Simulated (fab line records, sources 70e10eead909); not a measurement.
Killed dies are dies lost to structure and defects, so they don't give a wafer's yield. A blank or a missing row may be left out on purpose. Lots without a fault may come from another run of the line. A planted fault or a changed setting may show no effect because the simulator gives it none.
A struck lot beside a sound one | flow nand_harc | 14 steps out of a route of 1159
Sound: wafers L392.2, L392.4, L392.5. Struck: wafer L391.6. (L391.2, L391.5 of the same lot were not struck and are left out.) The cause comes at the end.
At each step with rows: each side's tool, then ch and its chambers, then its first start. Under that, the readings that differ: sound wafers | struck wafers | difference of the means | sigmas: that difference in standard deviations of wafers without a fault.
alike: readings whose means differ by less than 2 such deviations, and words and numbers that are the same on both sides. not compared: withheld readings, readings that some wafer has no value for, bounds like >300 that may hide the same value, and numbers for which the record gives no deviation and whose values overlap.
The two part at a step that has a row with sigmas, a row that says differs or no value, or rows on one side only. Numbers that don't overlap but have no deviation are shown without sigmas and don't part them. A reading that every wafer of one side lacks parts them only if that side has two wafers or more.

NHARC_A_STAIRCASE_TRIM_220: chemistry O2, time 211.2 s.
  sound on rie_diel-01 ch 0,3, day 15 21:14; struck on rie_diel-02 ch 3, day 15 20:06
  reading                         | sound          | struck | difference | sigmas
  showerhead_plenum_p_Torr (Torr) | 3.66 3.63 3.66 | 3.32   | -0.33      | -3
  alike: drypump_motor_current_A, oes_product_au, rf_vpp_V, throttle_valve_pct
  not compared: rf_hours_counter_h
then, 1 step without rows for these wafers: NHARC_A_STAIRCASE_ETCH_221 (etches the open film in C4F8/O2, target depth 100 nm, time 40.5 s).
NHARC_A_STAIRCASE_TRIM_222: chemistry O2, time 211.2 s.
  sound on rie_diel-01 ch 1,2; struck on rie_diel-02 ch 1
  reading                     | sound             | struck | difference | sigmas
  drypump_motor_current_A (A) | 5.2 5.0 5.0       | 6.2    | +1.1       | +2
  oes_product_au (a.u.)       | 1.015 1.013 1.014 | 0.986  | -0.028     | -2
  alike: rf_vpp_V, showerhead_plenum_p_Torr, throttle_valve_pct
  not compared: rf_hours_counter_h
NHARC_A_STAIRCASE_ETCH_223: etches the open film in C4F8/O2, target depth 100 nm, time 40.5 s.
  sound on rie_diel-01 ch 0,1,3; struck on rie_diel-02 ch 1
  alike: oes_product_au, rf_vpp_V
  not compared: rf_hours_counter_h
then, 2 steps without rows for these wafers: NHARC_A_STAIRCASE_TRIM_224 (chemistry O2, time 211.2 s); NHARC_A_STAIRCASE_ETCH_225 (etches the open film in C4F8/O2, target depth 100 nm, time 40.5 s).
NHARC_A_STAIRCASE_TRIM_226: chemistry O2, time 211.2 s.
  sound on rie_diel-01 ch 0,2,3; struck on rie_diel-02 ch 3
  reading                         | sound          | struck | difference | sigmas
  showerhead_plenum_p_Torr (Torr) | 3.63 3.66 3.60 | 3.32   | -0.31      | -2
  alike: drypump_motor_current_A, oes_product_au, rf_vpp_V, throttle_valve_pct
  not compared: rf_hours_counter_h
then, 3 steps without rows for these wafers: NHARC_A_STAIRCASE_ETCH_227 (etches the open film in C4F8/O2, target depth 100 nm, time 40.5 s); NHARC_A_STAIRCASE_TRIM_229 (chemistry O2, time 211.2 s); NHARC_A_STAIRCASE_ETCH_230 (etches the open film in C4F8/O2, target depth 100 nm, time 40.5 s).
NHARC_A_STAIRCASE_TRIM_231: chemistry O2, time 211.2 s.
  sound on rie_diel-01 ch 1,2; struck on rie_diel-02 ch 2
  reading               | sound             | struck | difference | sigmas
  oes_product_au (a.u.) | 1.025 1.015 1.025 | 0.990  | -0.032     | -2
  alike: drypump_motor_current_A, rf_vpp_V, showerhead_plenum_p_Torr, throttle_valve_pct
  not compared: rf_hours_counter_h
NHARC_A_STAIRCASE_ETCH_232: etches the open film in C4F8/O2, target depth 100 nm, time 40.5 s.
  sound on rie_diel-01 ch 0,1,3, day 15 22:41; struck on rie_diel-02 ch 3, day 15 21:35
  reading               | sound             | struck | difference | sigmas
  oes_product_au (a.u.) | 0.952 0.947 0.955 | 1.294  | +0.343     | +24
  alike: rf_vpp_V
  not compared: rf_hours_counter_h
then, 1 step without rows for these wafers: NHARC_A_STAIRCASE_TRIM_233 (chemistry O2, time 211.2 s).
-- the record jumps here: 9 days lie between the struck wafers' starts before and after (it left off in module A_STAIRCASE and takes up again in module END, whose first step shown is number 1159 of the route) --
NHARC_END_SORT_01:
  the record has rows for the struck wafers here (prober-01 ch 0, day 25 02:22) and none for the sound ones

WHERE THEY PART
First at NHARC_A_STAIRCASE_TRIM_220; last, within this record, at NHARC_END_SORT_01.

WHY: what the simulator had put in
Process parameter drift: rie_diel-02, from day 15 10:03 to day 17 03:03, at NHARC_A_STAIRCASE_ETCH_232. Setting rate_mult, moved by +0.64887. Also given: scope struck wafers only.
